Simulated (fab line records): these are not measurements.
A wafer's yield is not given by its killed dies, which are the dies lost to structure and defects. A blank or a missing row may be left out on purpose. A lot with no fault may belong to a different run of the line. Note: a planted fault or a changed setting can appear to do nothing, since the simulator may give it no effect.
Split-lot trial    flow n5_finfet    route with 1938 steps; 7 lots, 39 wafers read

== ABOUT THE SPLIT ==
At N5_BEOL_M2_ALD_98 (deposits SiO2, target thk 2.5 nm, pulse time 1 s, co reactant pulse time 1 s), the setting ald_cycles was moved away from the recipe's 17 on 15 of the 39 wafers read, by -35.3% to +52.9%. For the rest of the wafers, this setting stayed at what the recipe calls for.

Reading taken at the split's own step.

== THE READING ==
SiO2_of_BEOL_M2_ALD_98.thk_nm (the simulator's own value, which no gauge read), in nm, at N5_BEOL_M2_ALD_98 (deposits SiO2, target thk 2.5 nm, pulse time 1 s, co reactant pulse time 1 s). The file gives no usual value for it. Across the 24 wafers here that went through the recipe, the average is 2.5 nm and the standard deviation 0.097 nm.

wafer   tool, chamber at the split  ald_cycles as run  against the recipe  SiO2_of_BEOL_M2_ALD_98.thk_nm, nm  against lot-mates on the recipe
L076.1  ald_sin-02, 3,0,3           21                 +23.5%              3                                  +0.5
L076.5  ald_sin-02, 3,0,3           21                 +23.5%              3                                  +0.5
L076.6  ald_sin-02, 3,0,3           21                 +23.5%              3                                  +0.5
L076.2  ald_sin-02, 1               17                 recipe              2.6                                -
L076.3  ald_sin-02, 2,0             17                 recipe              2.4                                -
L076.4  ald_sin-02, 2,0             17                 recipe              2.4                                -
L084.1  ald_sin-02, 2,0,3           22                 +29.4%              3.2                                +0.8
L084.2  ald_sin-02, 2,0,3           22                 +29.4%              3.2                                +0.8
L084.4  ald_sin-02, 2,0,3           22                 +29.4%              3.2                                +0.8
L084.3  ald_sin-02, 1,0,1           17                 recipe              2.4                                -
L084.5  ald_sin-02, 1,0,1           17                 recipe              2.4                                -
L084.6  ald_sin-02, 1,0,1           17                 recipe              2.4                                -
L085.1  ald_sin-02, 2               17                 recipe              2.4                                -
L085.2  ald_sin-02, 3,1,0,2,3       17                 recipe              2.6                                -
L085.3  ald_sin-02, 3,1,0,2,3       17                 recipe              2.6                                -
L085.4  ald_sin-02, 3,1,0,2,3       17                 recipe              2.6                                -
L085.5  ald_sin-02, 3,1,0,2,3       17                 recipe              2.6                                -
L085.6  ald_sin-02, 3,1,0,2,3       17                 recipe              2.6                                -
L088.1  ald_sin-01, 0,2,3           11                 -35.3%              1.6                                -0.8
L088.3  ald_sin-01, 0,2,3           11                 -35.3%              1.6                                -0.8
L088.6  ald_sin-01, 0,2,3           11                 -35.3%              1.6                                -0.8
L088.2  ald_sin-01, 1,3,2           17                 recipe              2.4                                -
L088.4  ald_sin-01, 1,3,2           17                 recipe              2.4                                -
L088.5  ald_sin-01, 1,3,2           17                 recipe              2.4                                -
L095.1  ald_sin-04, 1,3,1           17                 recipe              2.6                                -
L095.3  ald_sin-04, 1,3,1           17                 recipe              2.6                                -
L095.6  ald_sin-04, 1,3,1           17                 recipe              2.6                                -
L096.1  ald_sin-04, 2,3,0           26                 +52.9%              3.8                                +1.4
L096.2  ald_sin-04, 2,3,0           26                 +52.9%              3.8                                +1.4
L096.3  ald_sin-04, 2,3,0           26                 +52.9%              3.8                                +1.4
L096.4  ald_sin-04, 1,1,2           17                 recipe              2.4                                -
L096.5  ald_sin-04, 1,1,2           17                 recipe              2.4                                -
L096.6  ald_sin-04, 1,1,2           17                 recipe              2.4                                -
L097.1  ald_sin-02, 0,3,1           25                 +47.1%              3.6                                +1.2
L097.3  ald_sin-02, 0,3,1           25                 +47.1%              3.6                                +1.2
L097.4  ald_sin-02, 0,3,1           25                 +47.1%              3.6                                +1.2
L097.2  ald_sin-02, 2,3,2           17                 recipe              2.4                                -
L097.5  ald_sin-02, 2,3,2           17                 recipe              2.4                                -
L097.6  ald_sin-02, 2,3,2           17                 recipe              2.4                                -
When a row names more than one chamber, that row covers several wafers, and the file does not tell which wafer ran in which chamber.

FIT RESULTS
A straight line over all 39 wafers: SiO2_of_BEOL_M2_ALD_98.thk_nm changes by +0.0245 nm for each +1% of ald_cycles; r = +0.99; the points scatter about the line by 0.08 nm.
The same after taking each lot's own level away (the mean of its wafers on the recipe; 39 wafers): +0.0252 nm for each +1%; r = +1.00; scatter 0.055 nm.
That fit puts the effect of the largest move of ald_cycles on the reading at 1.3 nm.
Measured against the standard deviation above, the lots' own levels, which go from 2.40 to 2.60 nm, span 2.1 times it.
Hence the lot-to-lot level has little effect on the slope; both slopes agree.
Check: for one of the wafers moved furthest among these (+52.9%), held out of the fit, the line's prediction against its lot-mates is +1.34 nm. It came out at +1.4 nm against them.

== FURTHER SPLITS ON THESE WAFERS ==
Other splits were also applied to these wafers ahead of the reading. Each is held against what the fit with the lots' levels taken away leaves over:
other split on the same wafers           wafers away from the commonest value  r with SiO2_of_BEOL_M2_ALD_98.thk_nm (lot level and that fit taken away)
N5_ZERO_LAYER_DEVELOP_10 develop_time_s  18                                    -0.14
N5_FIN_SAQP_HM_DEP_72 time_s             15                                    +0.13
N5_SD_EPI_N_ETCH_45 target_depth_a       18                                    +0.31
N5_SDB_ALD_29 ald_cycles                 12                                    -0.03
N5_MOL_CONTACT_COAG_PRECLEAN_111 time_s  9                                     -0.08
N5_BEOL_M1_ILD_DEP_00 target_thk_a       18                                    +0.01

== FILE'S OWN FIT ==
SiO2_of_BEOL_M2_ALD_98.thk_nm changes by +0.0254 nm for each +1% of ald_cycles, r = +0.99.
